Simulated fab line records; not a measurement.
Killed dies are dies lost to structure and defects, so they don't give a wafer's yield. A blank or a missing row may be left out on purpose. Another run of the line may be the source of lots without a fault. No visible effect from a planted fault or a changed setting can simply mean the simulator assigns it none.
fab line records || flow n5_finfet
record {"lots": 3, "wafers": 8, "last_day": 18}
route steps=1938 shown MOL_CONTACT_COAG@520 BEOL_M4@1111
lots with no fault: from the same line, run without faults
start_h: the number of hours between the record's first day and the start of the first shown wafer of the lot || wait_h: hours elapsed since this lot's preceding step || " the same as in the row above || L1.1+2: a row that stands for several wafers || - no value present, or no start provided || * or withheld: withheld || < > ~ a bound
route shown NAME@n: a module of which the file shows steps, and the number in the route of the first || usual: the fault-free wafers' mean and standard deviation || same: alike in all rows || chamber/n: place in a boat || sites: the reading at each site || _std_site: their standard deviation || _edge_site: inner sites' mean taken away from outer sites' mean || radius_mm: how far each site lies from the wafer's centre || mask NAME#n: copy n || behind: the last tool/chamber to shape the wafer || hold: reason for holding the lot/hours on hold/outcome of the hold || device: the transistor (n, p or np) that didn't switch || end of line: tests of these same wafers at the route's end || a step without rows: its recipe alone || killed: count of dies lost to structure and defects at first sort (not the wafer's yield) || map: a wafer's dies, x killed, . not, _ none there
set.NAME: the run value of the setting; set.NAME@STEP: its run value at that earlier step || model.NAME: the simulator's own value behind a step, which no gauge read
certain route steps with their lots: each step a table, each wafer a row
services: the hour from which a tool's chamber was out of use, counted from the record's first day as start_h (under 0 if before that day), plus the number of hours and why
## steps
# step N5_MOL_CONTACT_COAG_COAT_02
# recipe {"resist": "CAR-EUV", "spin_rpm": 1500, "resist_thk_nm": 30}
# step N5_MOL_CONTACT_COAG_EBR_04
# recipe {"solvent": "PGMEA", "ebr_width_mm": 1.5}
# step N5_MOL_CONTACT_COAG_SOFTBAKE_03
# recipe {"temp_c": 110, "time_s": 60, "resist": "CAR-EUV"}
# step N5_MOL_CONTACT_COAG_EXPOSE_05
# recipe {"mask_id": "CA", "na": 0.33, "source_shape": "annular", "sigma_inner": 0.4, "sigma_outer": 0.8, "polarization": "unpolarized", "defocus_nm": 0, "dose_mj": 38.25}
# step N5_MOL_CONTACT_COAG_PEB_06
# recipe {"peb_temp_c": 100, "peb_time_s": 60, "resist": "CAR-EUV"}
# step N5_MOL_CONTACT_COAG_DEVELOP_07
# recipe {"develop_time_s": 30, "developer": "TMAH", "resist": "CAR-EUV", "rinse_liquid": "surfactant_rinse", "dry": "air_spin", "dev_temp_c": 23}
# step N5_MOL_CONTACT_COAG_DESCUM_13
# recipe {"chemistry": "O2", "time_s": 7, "source_power_w": 50, "bias_power_w": 20, "pressure_mtorr": 20, "rf_frequency_hz": 2.712e+07, "temp_c": 40, "resist": "CAR-EUV", "o2_flow_sccm": 225}
# step N5_MOL_CONTACT_COAG_ETCH_59
# recipe {"chemistry": "N2/H2", "target": "underlayer", "target_depth_a": 130, "mask_material": "CAR-EUV", "time_s": 10.4, "ion_energy_ev": 200, "pressure_mtorr": 30, "source_w": 840, "bias_w": 150, "n2_flow_sccm": 200, "h2_flow_sccm": 200, "ends": "cleared"}
# step N5_MOL_CONTACT_COAG_ETCH_105
# recipe {"chemistry": "CF4", "target": "SiARC", "target_depth_a": 156, "mask_material": "CAR-EUV", "time_s": 26, "ion_energy_ev": 80, "pressure_mtorr": 40, "source_w": 545, "bias_w": 36, "Ar_flow_sccm": 100, "cf4_flow_sccm": 100, "ends": "cleared"}
# step N5_MOL_CONTACT_COAG_ETCH_106
# recipe {"chemistry": "N2/H2", "target": "SOC", "target_depth_a": 800, "overetch_a": 160, "mask_material": "SiARC", "temp_c": 40, "time_s": 120, "ion_energy_ev": 200, "pressure_mtorr": 30, "source_w": 840, "bias_w": 150, "n2_flow_sccm": 200, "h2_flow_sccm": 200}
# usual {"drypump_motor_current_A": "5.7/0.48", "oes_product_au": "0.68/0.065", "rf_vpp_V": "523.6/2.6", "showerhead_plenum_p_Torr": "2.54/0.087", "throttle_valve_pct": "17.97/0.21"}
{"lot.wafer": "L670.1", "tool": "rie_diel-02", "chamber": 0, "start_h": 134.67, "wait_h": 0.0, "drypump_motor_current_A": 5.9, "oes_product_au": 0.60, "rf_hours_counter_h": 243, "rf_vpp_V": 520.3, "showerhead_plenum_p_Torr": 2.51, "throttle_valve_pct": 18.13, "model.SiARC_of_MOL_CONTACT_COAG_COAT_104.thk_nm": 6.2, "model.MOL_CONTACT_COAG.cd_offset_nm": -0.4}
{"lot.wafer": "L670.4", "tool": "rie_diel-02", "chamber": 2, "start_h": 134.67, "wait_h": 0.0, "drypump_motor_current_A": 6.7, "oes_product_au": 0.62, "rf_hours_counter_h": 228, "rf_vpp_V": 526.8, "showerhead_plenum_p_Torr": 2.62, "throttle_valve_pct": 18.15, "model.SiARC_of_MOL_CONTACT_COAG_COAT_104.thk_nm": 6.4, "model.MOL_CONTACT_COAG.cd_offset_nm": 0}
{"lot.wafer": "L670.5", "tool": "rie_diel-02", "chamber": 1, "start_h": 134.67, "wait_h": 0.0, "drypump_motor_current_A": 5.8, "oes_product_au": 0.76, "rf_hours_counter_h": "-", "rf_vpp_V": 528.1, "showerhead_plenum_p_Torr": 2.69, "throttle_valve_pct": 18.03, "model.SiARC_of_MOL_CONTACT_COAG_COAT_104.thk_nm": 6.4, "model.MOL_CONTACT_COAG.cd_offset_nm": -0.2}
{"lot.wafer": "L672.2", "tool": "rie_diel-02", "chamber": 3, "start_h": 149.00, "wait_h": 0.0, "drypump_motor_current_A": 5.4, "oes_product_au": 0.62, "rf_hours_counter_h": 241, "rf_vpp_V": 526.7, "showerhead_plenum_p_Torr": 2.61, "throttle_valve_pct": 18.07, "model.SiARC_of_MOL_CONTACT_COAG_COAT_104.thk_nm": 4.4, "model.MOL_CONTACT_COAG.cd_offset_nm": 1}
{"lot.wafer": "L672.3", "tool": "rie_diel-02", "chamber": 0, "start_h": 149.00, "wait_h": 0.0, "drypump_motor_current_A": 5.9, "oes_product_au": 0.59, "rf_hours_counter_h": 248, "rf_vpp_V": 521.9, "showerhead_plenum_p_Torr": 2.50, "throttle_valve_pct": 18.15, "model.SiARC_of_MOL_CONTACT_COAG_COAT_104.thk_nm": 6.2, "model.MOL_CONTACT_COAG.cd_offset_nm": 0.2}
{"lot.wafer": "L685.1", "tool": "rie_diel-01", "chamber": 1, "start_h": 224.21, "wait_h": 0.0, "drypump_motor_current_A": 5.2, "oes_product_au": 0.68, "rf_hours_counter_h": 154, "rf_vpp_V": 521.6, "showerhead_plenum_p_Torr": 2.44, "throttle_valve_pct": 18.36, "model.SiARC_of_MOL_CONTACT_COAG_COAT_104.thk_nm": 6.2, "model.MOL_CONTACT_COAG.cd_offset_nm": 0}
{"lot.wafer": "L685.2", "tool": "rie_diel-01", "chamber": 0, "start_h": 224.21, "wait_h": 0.0, "drypump_motor_current_A": 6.3, "oes_product_au": 0.64, "rf_hours_counter_h": 213, "rf_vpp_V": 523.7, "showerhead_plenum_p_Torr": 2.51, "throttle_valve_pct": 18.05, "model.SiARC_of_MOL_CONTACT_COAG_COAT_104.thk_nm": 6.4, "model.MOL_CONTACT_COAG.cd_offset_nm": -0.2}
{"lot.wafer": "L685.3", "tool": "rie_diel-01", "chamber": 3, "start_h": 224.21, "wait_h": 0.0, "drypump_motor_current_A": 5.7, "oes_product_au": 0.66, "rf_hours_counter_h": 189, "rf_vpp_V": 526.4, "showerhead_plenum_p_Torr": 2.64, "throttle_valve_pct": 18.02, "model.SiARC_of_MOL_CONTACT_COAG_COAT_104.thk_nm": 6.4, "model.MOL_CONTACT_COAG.cd_offset_nm": -0.4}
# step N5_MOL_CONTACT_COAG_STRIP_107
# recipe {"chemistry": "N2/H2", "temp_c": 40, "n2_flow_sccm": 200, "h2_flow_sccm": 200, "rf_frequency_hz": 6e+07}
# step N5_MOL_CONTACT_COAG_STRIP_108
# recipe {"chemistry": "N2/H2", "temp_c": 40, "n2_flow_sccm": 200, "h2_flow_sccm": 200, "rf_frequency_hz": 6e+07}
# step N5_MOL_CONTACT_COAG_CONTACT_ETCH_14
# recipe {"chemistry": "C4F6/O2", "target": "SiO2", "target_depth_a": 275, "overetch_a": 85, "mask_material": "SOC", "pressure_mtorr": 30, "source_w": 370, "bias_w": 185, "Ar_flow_sccm": 300, "C4F6_flow_sccm": 16, "O2_flow_sccm": 10, "time_s": 20, "ion_energy_ev": 259.6}
# step N5_MOL_CONTACT_COAG_STRIP_109
# recipe {"chemistry": "C4F6/O2", "resist": "SiARC", "rf_frequency_hz": 6e+07}
# step N5_MOL_CONTACT_COAG_ETCH_15
# recipe {"chemistry": "CH3F/O2", "target": "SiNx", "target_depth_a": 70, "mask_material": "SOC", "stop_on": "Si:P", "over_etch_frac": 0.75, "ion_energy_ev": 120, "pressure_mtorr": 30, "source_w": 395, "bias_w": 73, "Ar_flow_sccm": 150, "CH3F_flow_sccm": 30, "O2_flow_sccm": 20}
# step N5_MOL_CONTACT_COAG_ETCH_110
# recipe {"chemistry": "CF4/O2", "target": "Si", "target_depth_a": 25, "time_s": 8, "pressure_mtorr": 100, "source_w": 200, "bias_w": 12, "ion_energy_ev": 60, "Ar_flow_sccm": 100, "cf4_flow_sccm": 100, "O2_flow_sccm": 10}
# usual {"cf4_flow_sccm": "100.0/0.3", "drypump_motor_current_A": "5.7/0.48", "oes_product_au": "0.75/0.076", "rf_vpp_V": "128.0/1.4", "showerhead_plenum_p_Torr": "2.22/0.071", "throttle_valve_pct": "10.91/0.22"}
{"lot.wafer": "L670.1", "tool": "rie_diel-02", "chamber": 0, "start_h": 134.86, "wait_h": 0.0, "cf4_flow_sccm": 100.4, "drypump_motor_current_A": 5.9, "oes_product_au": 0.67, "rf_hours_counter_h": 243, "rf_vpp_V": 129.3, "showerhead_plenum_p_Torr": 2.19, "throttle_valve_pct": 11.20, "model.MOL_CONTACT_COAG.cd_offset_nm": -0.2}
{"lot.wafer": "L670.4", "tool": "rie_diel-02", "chamber": 2, "start_h": 134.86, "wait_h": 0.0, "cf4_flow_sccm": 100.4, "drypump_motor_current_A": 6.7, "oes_product_au": 0.69, "rf_hours_counter_h": 228, "rf_vpp_V": 125.6, "showerhead_plenum_p_Torr": 2.29, "throttle_valve_pct": 11.18, "model.MOL_CONTACT_COAG.cd_offset_nm": 0}
{"lot.wafer": "L670.5", "tool": "rie_diel-02", "chamber": 1, "start_h": 134.86, "wait_h": 0.0, "cf4_flow_sccm": 100.4, "drypump_motor_current_A": 5.8, "oes_product_au": 0.85, "rf_hours_counter_h": "-", "rf_vpp_V": 129.9, "showerhead_plenum_p_Torr": 2.35, "throttle_valve_pct": 10.78, "model.MOL_CONTACT_COAG.cd_offset_nm": -0.2}
{"lot.wafer": "L672.2", "tool": "rie_diel-02", "chamber": 3, "start_h": 149.19, "wait_h": 0.0, "cf4_flow_sccm": 100.2, "drypump_motor_current_A": 5.4, "oes_product_au": 0.69, "rf_hours_counter_h": 241, "rf_vpp_V": 128.0, "showerhead_plenum_p_Torr": 2.28, "throttle_valve_pct": 11.12, "model.MOL_CONTACT_COAG.cd_offset_nm": 1}
{"lot.wafer": "L672.3", "tool": "rie_diel-02", "chamber": 0, "start_h": 149.19, "wait_h": 0.0, "cf4_flow_sccm": 100.0, "drypump_motor_current_A": 5.8, "oes_product_au": 0.67, "rf_hours_counter_h": 248, "rf_vpp_V": 130.5, "showerhead_plenum_p_Torr": 2.18, "throttle_valve_pct": 11.23, "model.MOL_CONTACT_COAG.cd_offset_nm": 0.2}
{"lot.wafer": "L685.1", "tool": "rie_diel-01", "chamber": 1, "start_h": 224.41, "wait_h": 0.0, "cf4_flow_sccm": 100.0, "drypump_motor_current_A": 5.2, "oes_product_au": 0.76, "rf_hours_counter_h": 154, "rf_vpp_V": 128.1, "showerhead_plenum_p_Torr": 2.14, "throttle_valve_pct": 11.07, "model.MOL_CONTACT_COAG.cd_offset_nm": 0}
{"lot.wafer": "L685.2", "tool": "rie_diel-01", "chamber": 0, "start_h": 224.41, "wait_h": 0.0, "cf4_flow_sccm": 99.7, "drypump_motor_current_A": 6.3, "oes_product_au": 0.70, "rf_hours_counter_h": 213, "rf_vpp_V": 126.9, "showerhead_plenum_p_Torr": 2.21, "throttle_valve_pct": 11.15, "model.MOL_CONTACT_COAG.cd_offset_nm": -0.2}
{"lot.wafer": "L685.3", "tool": "rie_diel-01", "chamber": 3, "start_h": 224.41, "wait_h": 0.0, "cf4_flow_sccm": 99.9, "drypump_motor_current_A": 5.7, "oes_product_au": 0.74, "rf_hours_counter_h": 189, "rf_vpp_V": 128.5, "showerhead_plenum_p_Torr": 2.31, "throttle_valve_pct": 11.04, "model.MOL_CONTACT_COAG.cd_offset_nm": -0.4}
# step N5_MOL_CONTACT_COAG_STRIP_98
# recipe {"chemistry": "N2/H2", "power_w": 500, "temp_c": 40, "pressure_mtorr": 50, "rf_frequency_hz": 6e+07, "overash_fraction": 0.3, "bias_power_w": 8, "h2_frac": 0.5, "n2_flow_sccm": 300, "h2_flow_sccm": 300}
# step N5_MOL_CONTACT_COAG_CD_MEAS_99
# recipe {"target_cd_nm": 17.2, "polarity": "opening"}
# usual {"cd_nm": "17.18/0.27"}
{"lot.wafer": "L670.1", "tool": "cd_sem-03", "chamber": "-", "start_h": 134.98, "wait_h": "-", "cd_nm": 16.91}
{"lot.wafer": "L670.4", "tool": "cd_sem-03", "chamber": "-", "start_h": 134.98, "wait_h": "-", "cd_nm": 17.37}
{"lot.wafer": "L670.5", "tool": "cd_sem-03", "chamber": "-", "start_h": 134.98, "wait_h": "-", "cd_nm": 16.59}
{"lot.wafer": "L672.2", "tool": "cd_sem-03", "chamber": "-", "start_h": 149.31, "wait_h": "-", "cd_nm": 18.33}
{"lot.wafer": "L672.3", "tool": "cd_sem-03", "chamber": "-", "start_h": 149.31, "wait_h": "-", "cd_nm": 17.91}
{"lot.wafer": "L685.1", "tool": "cd_sem-02", "chamber": "-", "start_h": 224.53, "wait_h": "-", "cd_nm": 17.02}
{"lot.wafer": "L685.2", "tool": "cd_sem-02", "chamber": "-", "start_h": 224.53, "wait_h": "-", "cd_nm": 17.35}
{"lot.wafer": "L685.3", "tool": "cd_sem-02", "chamber": "-", "start_h": 224.53, "wait_h": "-", "cd_nm": 16.65}
# step N5_MOL_CONTACT_COAG_IMPLANT_129
# recipe {"species": "Ge", "energy_kev": 3, "dose_cm2": 6e+14, "tilt_deg": 0, "rotation_deg": 0}
# step N5_MOL_CONTACT_COAG_PRECLEAN_111
# recipe {"chemistry": "NF3:NH3", "afs_cycles": 1, "temp_c": 30, "time_s": 20, "sublimation_temp_c": 180, "sublimation_time_s": 60, "pressure_torr": 3, "rf_power_w": 30}
# step N5_MOL_CONTACT_COAG_TI_SIL_19
# recipe {"material": "Ti", "target_thk_a": 42, "temp_c": 200, "chamber_pressure_pa": 5, "power_w": 5000, "time_s": 15}
# step N5_MOL_CONTACT_COAG_ALD_20
# recipe {"material": "TiN", "target_thk_a": 15, "temp_c": 400, "ald_precursor_family": "TiCl4", "ald_co_reactant": "NH3", "pulse_time_s": 1, "purge_time_s": 3, "co_reactant_purge_time_s": 2, "co_reactant_pulse_time_s": 2, "ald_cycles": 68, "pressure_torr": 3}
# step N5_MOL_CONTACT_COAG_SIL_ANNEAL_21
# recipe {"temp_c": 550, "time_s": 60, "ambient": "N2"}
# step N5_MOL_CONTACT_COAG_PRE_CLEAN_141
# recipe {"gas": "H2/He", "time_s": 60, "temp_c": 300}
# step N5_MOL_CONTACT_COAG_SPUTTER_143
# recipe {"material": "Co", "target_thk_a": 25, "temp_c": 25, "chamber_pressure_pa": 0.2}
# step N5_MOL_CONTACT_COAG_CO_FILL_22
# recipe {"material": "Co", "target_thk_a": 200, "temp_c": 200, "precursor": "CCTBA/H2", "pressure_torr": 30}
# step N5_MOL_CONTACT_COAG_ANNEAL_113
# recipe {"temp_c": 400, "time_s": 300, "ambient": "H2/N2"}
# step N5_MOL_CONTACT_COAG_PRE_CLEAN_142
# recipe {"gas": "H2/He", "time_s": 60, "temp_c": 300}
# step N5_MOL_CONTACT_COAG_SPUTTER_130
# recipe {"material": "Co", "target_thk_a": 475, "temp_c": 25, "chamber_pressure_pa": 0.5, "power_w": 3000}
# step N5_MOL_CONTACT_COAG_PRECLEAN_125
# recipe {"chemistry": "DIW", "time_s": 57.5, "temp_c": 23}
# step N5_MOL_CONTACT_COAG_SRD_126
# recipe {"dry_time_s": 32, "dry": "n2_spin", "spin_rpm": 1500}
# step N5_MOL_CONTACT_COAG_CMP_23
# recipe {"stop_on": "SiO2", "t_overpolish_s": 1.5, "post_cmp_clean": "cu_alkaline", "down_force_psi": 2, "platen_rpm": 50.289, "pad_velocity_m_s": 1.0006, "target_thk_nm": 0}
# step N5_MOL_CONTACT_COAG_WET_ETCH_26
# recipe {"target": "Co", "target_depth_nm": 13}
# step N5_MOL_CONTACT_COAG_WET_ETCH_116
# recipe {"chemistry": "SC1-inhibited", "target_depth_nm": 4.6, "dry": "ipa_marangoni", "rinse_time_s": 30, "rinse_temp_c": 23}
# step N5_MOL_CONTACT_COAG_ALD_27
# recipe {"material": "SiOC", "target_thk_a": 170, "temp_c": 400, "ald_precursor_family": "carbosiloxane", "ald_co_reactant": "H2-plasma", "pulse_time_s": 1.5, "time_s": 2720, "purge_time_s": 2, "co_reactant_purge_time_s": 2, "ald_cycles": 340, "pressure_torr": 2}
# step N5_MOL_CONTACT_COAG_CMP_28
# recipe {"stop_on": "SiNx", "t_overpolish_s": 0.85, "post_cmp_clean": "alkaline_brush", "down_force_psi": 4.15, "platen_rpm": 51.8, "pad_velocity_m_s": 1.0307, "target_thk_nm": 14.522}
# step N5_BEOL_M4_RC_MEAS_101
# usual {"DIBL_N": "35.8/1.4", "DIBL_P": "35.8/1.6", "IOFF_N": "0.152/0.021", "IOFF_P": "0.204/0.027", "ION_N": "672/8.7", "ION_P": "461/6.2", "RC_DENSE_N": "18.97/0.3", "RC_DENSE_P": "23.7/0.38", "RC_N": "15.45/0.23", "RC_P": "19.3/0.31", "SS_N": "71.5/0.54", "SS_P": "73.1/0.57", "VT_N": "250.0/2.5", "VT_P": "-250.6/2.7"}
{"lot.wafer": "L670.1", "tool": "prober-02", "chamber": 0, "start_h": 233.52, "wait_h": 0.0, "DIBL_N[mV/V]": 36.3, "DIBL_P[mV/V]": 37.3, "IOFF_N[nA/um]": 0.147, "IOFF_P[nA/um]": 0.183, "ION_N[uA/um]": 662, "ION_P[uA/um]": 452, "RC_DENSE_N[ohm.um]": 19.43, "RC_DENSE_P[ohm.um]": 24.6, "RC_N[ohm.um]": 15.82, "RC_P[ohm.um]": 20.0, "SS_N[mV/dec]": 71.3, "SS_P[mV/dec]": 73.2, "VT_N[mV]": 252.2, "VT_P[mV]": -253.7}
{"lot.wafer": "L670.4", "tool": "prober-02", "chamber": 0, "start_h": 233.52, "wait_h": 0.0, "DIBL_N[mV/V]": 36.9, "DIBL_P[mV/V]": 38.2, "IOFF_N[nA/um]": 0.158, "IOFF_P[nA/um]": 0.208, "ION_N[uA/um]": 675, "ION_P[uA/um]": 462, "RC_DENSE_N[ohm.um]": 19.01, "RC_DENSE_P[ohm.um]": 23.9, "RC_N[ohm.um]": 15.45, "RC_P[ohm.um]": 19.6, "SS_N[mV/dec]": 71.7, "SS_P[mV/dec]": 72.9, "VT_N[mV]": 248.9, "VT_P[mV]": -250.9}
{"lot.wafer": "L670.5", "tool": "prober-02", "chamber": 0, "start_h": 233.52, "wait_h": 0.0, "DIBL_N[mV/V]": 37.4, "DIBL_P[mV/V]": 39.1, "IOFF_N[nA/um]": 0.161, "IOFF_P[nA/um]": 0.204, "ION_N[uA/um]": 676, "ION_P[uA/um]": 460, "RC_DENSE_N[ohm.um]": 19.03, "RC_DENSE_P[ohm.um]": 24.2, "RC_N[ohm.um]": 15.58, "RC_P[ohm.um]": 19.7, "SS_N[mV/dec]": 72.4, "SS_P[mV/dec]": 73.4, "VT_N[mV]": 248.6, "VT_P[mV]": -251.5}
{"lot.wafer": "L672.2", "tool": "prober-01", "chamber": 0, "start_h": 236.30, "wait_h": 0.2, "DIBL_N[mV/V]": 33.5, "DIBL_P[mV/V]": 33.6, "IOFF_N[nA/um]": 0.126, "IOFF_P[nA/um]": 0.172, "ION_N[uA/um]": 670, "ION_P[uA/um]": 456, "RC_DENSE_N[ohm.um]": 17.71, "RC_DENSE_P[ohm.um]": 22.1, "RC_N[ohm.um]": 14.57, "RC_P[ohm.um]": 18.1, "SS_N[mV/dec]": 71.2, "SS_P[mV/dec]": 73.2, "VT_N[mV]": 252.8, "VT_P[mV]": -251.3}
{"lot.wafer": "L672.3", "tool": "prober-01", "chamber": 0, "start_h": 236.30, "wait_h": 0.2, "DIBL_N[mV/V]": 35.1, "DIBL_P[mV/V]": 36.5, "IOFF_N[nA/um]": 0.147, "IOFF_P[nA/um]": 0.210, "ION_N[uA/um]": 675, "ION_P[uA/um]": 463, "RC_DENSE_N[ohm.um]": 18.68, "RC_DENSE_P[ohm.um]": 23.6, "RC_N[ohm.um]": 15.32, "RC_P[ohm.um]": 19.2, "SS_N[mV/dec]": 71.4, "SS_P[mV/dec]": 73.7, "VT_N[mV]": 251.1, "VT_P[mV]": -248.5}
{"lot.wafer": "L685.1", "tool": "prober-01", "chamber": 0, "start_h": 309.44, "wait_h": 0.0, "DIBL_N[mV/V]": 36.3, "DIBL_P[mV/V]": 36.1, "IOFF_N[nA/um]": 0.183, "IOFF_P[nA/um]": 0.240, "ION_N[uA/um]": 677, "ION_P[uA/um]": 469, "RC_DENSE_N[ohm.um]": 18.74, "RC_DENSE_P[ohm.um]": 23.7, "RC_N[ohm.um]": 15.58, "RC_P[ohm.um]": 19.3, "SS_N[mV/dec]": 71.2, "SS_P[mV/dec]": 73.5, "VT_N[mV]": 248.6, "VT_P[mV]": -248.9}
{"lot.wafer": "L685.2", "tool": "prober-01", "chamber": 0, "start_h": 309.44, "wait_h": 0.0, "DIBL_N[mV/V]": 34.4, "DIBL_P[mV/V]": 33.9, "IOFF_N[nA/um]": 0.136, "IOFF_P[nA/um]": 0.182, "ION_N[uA/um]": 667, "ION_P[uA/um]": 460, "RC_DENSE_N[ohm.um]": 19.05, "RC_DENSE_P[ohm.um]": 23.8, "RC_N[ohm.um]": 15.50, "RC_P[ohm.um]": 19.6, "SS_N[mV/dec]": 71.5, "SS_P[mV/dec]": 73.2, "VT_N[mV]": 250.8, "VT_P[mV]": -250.1}
{"lot.wafer": "L685.3", "tool": "prober-01", "chamber": 0, "start_h": 309.44, "wait_h": 0.0, "DIBL_N[mV/V]": 36.1, "DIBL_P[mV/V]": 36.1, "IOFF_N[nA/um]": 0.165, "IOFF_P[nA/um]": 0.213, "ION_N[uA/um]": 674, "ION_P[uA/um]": 467, "RC_DENSE_N[ohm.um]": 19.59, "RC_DENSE_P[ohm.um]": 24.5, "RC_N[ohm.um]": 15.99, "RC_P[ohm.um]": 20.1, "SS_N[mV/dec]": 71.1, "SS_P[mV/dec]": 72.9, "VT_N[mV]": 250.0, "VT_P[mV]": -249.5}
## services
{"tool": "rie_diel-02", "chamber": 2, "start_h": 123.29, "hours": 4.0, "kind": "repair"}
{"tool": "rie_diel-02", "chamber": 0, "start_h": 163.18, "hours": 3.9, "kind": "repair"}
{"tool": "rie_diel-02", "chamber": 0, "start_h": 167.15, "hours": "-", "kind": "clean"}
{"tool": "rie_diel-02", "chamber": 0, "start_h": 167.15, "hours": "-", "kind": "consumable_replace:focus_ring"}
{"tool": "rie_diel-02", "chamber": 0, "start_h": 167.15, "hours": 24.5, "kind": "scheduled_down"}
{"tool": "rie_diel-02", "chamber": 0, "start_h": 167.15, "hours": 24.5, "kind": "vent_cycle"}
{"tool": "rie_diel-02", "chamber": 3, "start_h": 191.84, "hours": "-", "kind": "clean"}
{"tool": "rie_diel-02", "chamber": 3, "start_h": 191.84, "hours": "-", "kind": "consumable_replace:focus_ring"}
{"tool": "rie_diel-02", "chamber": 3, "start_h": 191.84, "hours": 25.8, "kind": "scheduled_down"}
{"tool": "rie_diel-02", "chamber": 3, "start_h": 191.84, "hours": 25.8, "kind": "vent_cycle"}
{"tool": "rie_diel-02", "chamber": 2, "start_h": 217.75, "hours": "-", "kind": "clean"}
{"tool": "rie_diel-02", "chamber": 2, "start_h": 217.75, "hours": "-", "kind": "consumable_replace:focus_ring"}
{"tool": "rie_diel-02", "chamber": 2, "start_h": 217.75, "hours": 25.7, "kind": "scheduled_down"}
{"tool": "rie_diel-02", "chamber": 2, "start_h": 217.75, "hours": 25.7, "kind": "vent_cycle"}
## key
first_sign {"step": "N5_MOL_CONTACT_COAG_CD_MEAS_99", "reading": "cd_nm", "direction": "up", "sigmas": 4.3, "usual": 17.18, "struck": 18.33}
effect {"step": "N5_BEOL_M4_RC_MEAS_101", "reading": "RC_DENSE_P", "direction": "down", "sigmas": 4.3, "usual": 23.7, "struck": 22.1}
effect {"step": "N5_BEOL_M4_RC_MEAS_101", "reading": "RC_DENSE_N", "direction": "down", "sigmas": 4.2, "usual": 18.97, "struck": 17.71}
effect {"step": "N5_BEOL_M4_RC_MEAS_101", "reading": "RC_P", "direction": "down", "sigmas": 4, "usual": 19.3, "struck": 18.1}
effect {"step": "N5_BEOL_M4_RC_MEAS_101", "reading": "RC_N", "direction": "down", "sigmas": 3.9, "usual": 15.45, "struck": 14.57}
model_effect {"step": "N5_MOL_CONTACT_COAG_ETCH_106", "value": "SiARC_of_MOL_CONTACT_COAG_COAT_104.thk_nm", "without": 6.4, "struck": 4.4}
model_effect {"step": "N5_MOL_CONTACT_COAG_ETCH_110", "value": "MOL_CONTACT_COAG.cd_offset_nm", "without": 0.2, "struck": 1}
met_at N5_MOL_CONTACT_COAG_ETCH_106
struck_wafers L672.2
onset_between 134.67 149.00
fault {"kind": "process_parameter_drift", "tool": "rie_diel-02", "chamber": "-", "onset_h": 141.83, "steps": "N5_MOL_CONTACT_COAG_ETCH_106", "channel": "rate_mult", "offset": 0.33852, "shape": "step", "end_h": 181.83, "scope": "struck_wafers_only"}
